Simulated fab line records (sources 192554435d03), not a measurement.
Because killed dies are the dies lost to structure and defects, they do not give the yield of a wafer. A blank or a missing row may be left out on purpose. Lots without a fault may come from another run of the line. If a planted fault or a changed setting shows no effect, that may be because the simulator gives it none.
Lot-split experiment    flow n5_finfet    39 wafers read across 7 lots, on a route 1938 steps long

== THE SPLIT ==
At N5_PASSIVATION_PECVD_35 (deposits SiNx from SiH4/NH3/N2, target thk 700 nm, time 151.3 s), the setting time_s was moved away from the recipe's 151.3 s on 12 of the 39 wafers read, by -59.5% to -34.2%. This setting was run at the recipe's value on the other wafers.

The reading comes from the split's own step.

== THE READING ==
SiNx_of_PASSIVATION_PECVD_35.thk_nm (the simulator's own value, which no gauge read), in nm, at N5_PASSIVATION_PECVD_35 (deposits SiNx from SiH4/NH3/N2, target thk 700 nm, time 151.3 s). There is no usual value for it anywhere in the file. The 27 wafers here that ran the recipe average 701.3 nm, standard deviation 6.7 nm.

wafer   tool, chamber at the split  time_s as run, s  against the recipe  SiNx_of_PASSIVATION_PECVD_35.thk_nm, nm  against lot-mates on the recipe
L074.1  pecvd-04, 0                 151.3             recipe              708                                      -
L074.2  pecvd-04, 2                 61.34             -59.5%              282.2                                    -420.6
L074.3  pecvd-04, 1                 151.3             recipe              696.8                                    -
L074.4  pecvd-04, 0                 61.34             -59.5%              279.4                                    -423.4
L074.5  pecvd-04, 1                 151.3             recipe              703.6                                    -
L074.6  pecvd-04, 2                 61.34             -59.5%              283.4                                    -419.4
L076.1  pecvd-02, 0                 151.3             recipe              709                                      -
L076.2  pecvd-02, 1                 151.3             recipe              706.6                                    -
L076.5  pecvd-02, 1                 151.3             recipe              707.2                                    -
L077.1  pecvd-02, 0                 151.3             recipe              697.8                                    -
L077.2  pecvd-02, 1                 151.3             recipe              693                                      -
L077.3  pecvd-02, 2                 151.3             recipe              698.4                                    -
L077.4  pecvd-02, 0                 151.3             recipe              713.4                                    -
L077.5  pecvd-02, 2                 151.3             recipe              707                                      -
L077.6  pecvd-02, 1                 151.3             recipe              707.2                                    -
L081.1  pecvd-03, 1                 151.3             recipe              701.4                                    -
L081.2  pecvd-03, 2                 99.57             -34.2%              458.6                                    -243.3
L081.3  pecvd-03, 0                 151.3             recipe              693.6                                    -
L081.4  pecvd-03, 2                 99.57             -34.2%              466.4                                    -235.5
L081.5  pecvd-03, 0                 151.3             recipe              710.8                                    -
L081.6  pecvd-03, 1                 99.57             -34.2%              460.4                                    -241.5
L083.1  pecvd-02, 1                 92.26             -39.0%              419.6                                    -280.1
L083.2  pecvd-02, 0                 92.26             -39.0%              422.2                                    -277.5
L083.3  pecvd-02, 2                 151.3             recipe              689.2                                    -
L083.4  pecvd-02, 2                 92.26             -39.0%              425.2                                    -274.5
L083.5  pecvd-02, 1                 151.3             recipe              705.8                                    -
L083.6  pecvd-02, 0                 151.3             recipe              704                                      -
L091.1  pecvd-04, 1                 151.3             recipe              691.4                                    -
L091.2  pecvd-04, 0                 151.3             recipe              694.2                                    -
L091.3  pecvd-04, 2                 151.3             recipe              688.4                                    -
L091.4  pecvd-04, 0                 151.3             recipe              698.8                                    -
L091.5  pecvd-04, 1                 151.3             recipe              702.4                                    -
L091.6  pecvd-04, 2                 151.3             recipe              702.8                                    -
L097.1  pecvd-04, 2                 94.66             -37.4%              432                                      -269.6
L097.2  pecvd-04, 1                 94.66             -37.4%              435.8                                    -265.8
L097.3  pecvd-04, 2                 151.3             recipe              707                                      -
L097.4  pecvd-04, 1                 151.3             recipe              702.8                                    -
L097.5  pecvd-04, 1                 151.3             recipe              695                                      -
L097.6  pecvd-04, 2                 94.66             -37.4%              437.2                                    -264.4

FIT RESULTS
A straight line over all 39 wafers: SiNx_of_PASSIVATION_PECVD_35.thk_nm changes by +7.08 nm for each +1% of time_s; r = +1.00; the points scatter about the line by 6 nm.
The same after taking each lot's own level away (the mean of its wafers on the recipe; 39 wafers): +7.09 nm for each +1%; r = +1.00; scatter 5.2 nm.
On that fit, the largest move of time_s shifts the reading by 4.2e+02 nm.
The lots' own levels span 696.33 to 707.60 nm, that is 1.7 times the standard deviation above.
The two slopes are in agreement: the lot-to-lot level therefore moves the slope only a little.
Check: -421 nm against its lot-mates is what the line predicts for one of the wafers moved furthest among these (-59.5%) when that wafer is left out of the fit. It came out at -421 nm against them.

== ADDITIONAL SPLITS CARRIED BY THESE WAFERS ==
These wafers also went through other splits before the reading. Each is held against what the fit with the lots' levels taken away leaves over:
other split on the same wafers    wafers away from the commonest value  r with SiNx_of_PASSIVATION_PECVD_35.thk_nm (lot level and that fit taken away)
N5_BEOL_M8_TRENCH_ETCH_37 time_s  9                                     +0.32
N5_BEOL_M13_SPUTTER_44 time_s     15                                    +0.03
N5_BEOL_M15_DEP_53 time_s         9                                     +0.19

== FILE'S OWN FIT ==
SiNx_of_PASSIVATION_PECVD_35.thk_nm changes by +7.09 nm for each +1% of time_s, r = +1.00.
